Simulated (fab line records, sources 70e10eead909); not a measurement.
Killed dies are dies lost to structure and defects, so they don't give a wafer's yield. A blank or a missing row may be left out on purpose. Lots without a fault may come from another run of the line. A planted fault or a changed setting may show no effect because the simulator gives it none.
Chamber matching | flow nand_harc | NHARC_A_STAIRCASE_DEP_156 on pecvd-01: 3 sister chambers
The step deposits SiNx, target thk 50 nm. 16 wafers are shown with their chamber, then 8 later ones without.

WAFERS WITH THEIR CHAMBER
wafer  | chamber | heater_power_w (W)
L074.2 | 2       | 763
L074.4 | 0       | 755
L074.5 | 2       | 764
L075.2 | 1       | 594
L075.4 | 0       | 828
L075.5 | 2       | 698
L076.1 | 1       | 605
L076.2 | 0       | 798
L076.6 | 2       | 688
L081.2 | 1       | 600
L081.4 | 1       | 607
L081.5 | 0       | 868
L083.2 | 2       | 688
L083.3 | 0       | 856
L083.4 | 2       | 709
L084.3 | 2       | 716

SIGNATURES (means of the wafers above)
reading        | chamber 0 | chamber 1 | chamber 2 | scatter within a chamber
heater_power_w | 821.00    | 601.50    | 718.00    | 33.8
Rule: a wafer's distance from a chamber is the root of the sum, over the readings, of the square of ((its reading less the chamber's mean) divided by the reading's scatter). The wafer belongs to the nearest chamber; if the next one is less than 2 further off, it can't be placed. The scatter: the root of (the sum of the squares of (reading less its chamber's mean) over the shown wafers, divided by (wafers less chambers)).

WAFERS WITHOUT THEIR CHAMBER
wafer  | heater_power_w (W)
L084.4 | 828
L084.5 | 710
L093.2 | 818
L093.4 | 811
L093.5 | 619
L094.2 | 576
L094.4 | 595
L094.5 | 809

WHICH CHAMBER EACH WENT THROUGH
wafer  | from the rows above | in truth
L084.4 | 0                   | 0
L084.5 | 2                   | 2
L093.2 | 0                   | 0
L093.4 | 0                   | 0
L093.5 | 1                   | 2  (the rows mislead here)
L094.2 | 1                   | 1
L094.4 | 1                   | 1
L094.5 | 0                   | 0
Placed correctly: 7 of 8. Can't be placed from these rows: 0. Placed wrongly: 1.
